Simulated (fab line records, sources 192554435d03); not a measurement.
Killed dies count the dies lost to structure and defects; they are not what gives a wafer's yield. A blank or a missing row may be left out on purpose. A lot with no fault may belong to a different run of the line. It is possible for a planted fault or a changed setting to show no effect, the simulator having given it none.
Split-lot experiment -- flow n5-finfet -- route with 1938 steps; 7 lots, 21 wafers read

ABOUT THE SPLIT
At N5_BEOL_M10_COAT_63 (time 60 s, resist thk 100 nm), the setting spin-rpm was moved away from the recipe's 1500 rpm on 8 of the 21 wafers read, by -10.4% to +7.1%. This setting was run at the recipe's value on the other wafers.

FROM THE SPLIT TO THE READING: what the file shows between them, 7 steps
- N5_BEOL_M10_COAT_64: time 60 s, resist thk 30 nm (also split here: spin-rpm)
- N5_BEOL_M10_COAT_22: resist thk 90 nm
- N5_BEOL_M10_EBR_24
- N5_BEOL_M10_DESCUM_33: chemistry O2, time 7.9 s
- N5_BEOL_M10_ETCH_65: etches SiARC in CF4, target depth 39 nm, time 65 s
- N5_BEOL_M10_ETCH_66: etches SOC in N2/H2, target depth 120 nm, overetch 24 nm, time 180 s
- N5_BEOL_M10_STRIP_69: strips in N2/H2

THE READING
SOC_of_BEOL_M10_COAT_63.thk-nm (the simulator's own value, which no gauge read), in nm, at N5_BEOL_M10_VIA_ETCH_34 (etches SiCOH lowk in C4F6/O2, target depth 184.5 nm, time 69.2 s). The file gives no usual value for it. The 13 wafers here that ran the recipe average 92.0 nm, standard deviation 0.34 nm.

wafer,"tool, chamber at the split","spin-rpm as run, rpm",against the recipe,"SOC_of_BEOL_M10_COAT_63.thk-nm, nm",against lot-mates on the recipe
L074.4,"litho-track-03, 0",1500,recipe,92.6,-
L074.5,"litho-track-03, 0",1606,+7.1%,89,-3.6
L074.6,"litho-track-03, 0",1606,+7.1%,89.2,-3.4
L075.2,"litho-track-03, 0",1500,recipe,92.4,-
L075.3,"litho-track-03, 0",1500,recipe,92.2,-
L075.6,"litho-track-03, 0",1344,-10.4%,98,+5.7
L076.3,"litho-track-05, 0",1390,-7.3%,96.2,+4.0
L076.5,"litho-track-05, 0",1390,-7.3%,96.6,+4.4
L076.6,"litho-track-05, 0",1500,recipe,92.2,-
L080.1,"litho-track-03, 0",1500,recipe,92,-
L080.5,"litho-track-03, 0",1371,-8.6%,96.6,+4.6
L080.6,"litho-track-03, 0",1371,-8.6%,97,+5.0
L086.1,"litho-track-01, 0",1500,recipe,92,-
L086.2,"litho-track-01, 0",1500,recipe,91.6,-
L086.5,"litho-track-01, 0",1500,recipe,91.4,-
L085.3,"litho-track-05, 0",1500,recipe,91.6,-
L085.4,"litho-track-05, 0",1447,-3.5%,93.4,+1.7
L085.5,"litho-track-05, 0",1500,recipe,91.8,-
L097.3,"litho-track-05, 0",1500,recipe,92.2,-
L097.5,"litho-track-05, 0",1500,recipe,91.6,-
L097.6,"litho-track-05, 0",1500,recipe,92,-

FIT RESULTS
A straight line over all 21 wafers: SOC_of_BEOL_M10_COAT_63.thk-nm changes by -0.527 nm for each +1% of spin-rpm; r = -0.98; the points scatter about the line by 0.45 nm.
The same after taking each lot's own level away (the mean of its wafers on the recipe; 21 wafers): -0.54 nm for each +1%; r = -1.00; scatter 0.22 nm.
According to that fit, moving spin-rpm by its largest amount changes the reading by 5.6 nm.
From 91.67 to 92.60 nm: that is the span of the lots' own levels, equal to 2.7 times the standard deviation above.
The two slopes are in agreement: the lot-to-lot level therefore moves the slope only a little.
Check: for one of the wafers moved furthest among these (-10.4%), held out of the fit, the line's prediction against its lot-mates is +5.67 nm. It came out at +5.7 nm against them.

OTHER SPLITS ON THESE WAFERS
Before the reading, these wafers also passed through other splits. Each is held against what the fit with the lots' levels taken away leaves over:
other split on the same wafers,wafers away from the commonest value,r with SOC_of_BEOL_M10_COAT_63.thk-nm (lot level and that fit taken away)
N5_BEOL_M8_TRENCH_ETCH_37 time-s,8,-0.08
N5_BEOL_M8_ALD_77 ald-cycles,4,-0.03
N5_BEOL_M9_TRENCH_ETCH_37 source-w,7,-0.23
N5_BEOL_M10_COAT_64 spin-rpm,4,-0.11

THE WHOLE CHAIN: every reading that the file lists as answering this split, in the file's order
step,what it does,reading,change (the file's fit),r (the file's)
N5_BEOL_M10_COAT_63,"time 60 s, resist thk 100 nm","SOC_of_BEOL_M10_COAT_63.thk-nm (the simulator's own value, which no gauge read)",-0.527 nm for each +1% of the setting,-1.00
N5_BEOL_M10_ETCH_66,"etches SOC in N2/H2, target depth 120 nm, overetch 24 nm, time 180 s","etch.depth-nm (the simulator's own value, which no gauge read)",-0.529 nm for each +1% of the setting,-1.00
N5_BEOL_M10_VIA_ETCH_34,"etches SiCOH lowk in C4F6/O2, target depth 184.5 nm, time 69.2 s","SOC_of_BEOL_M10_COAT_63.thk-nm (the simulator's own value, which no gauge read)",-0.543 nm for each +1% of the setting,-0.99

FILE'S OWN FIT
SOC_of_BEOL_M10_COAT_63.thk-nm changes by -0.543 nm for each +1% of spin-rpm, r = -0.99.
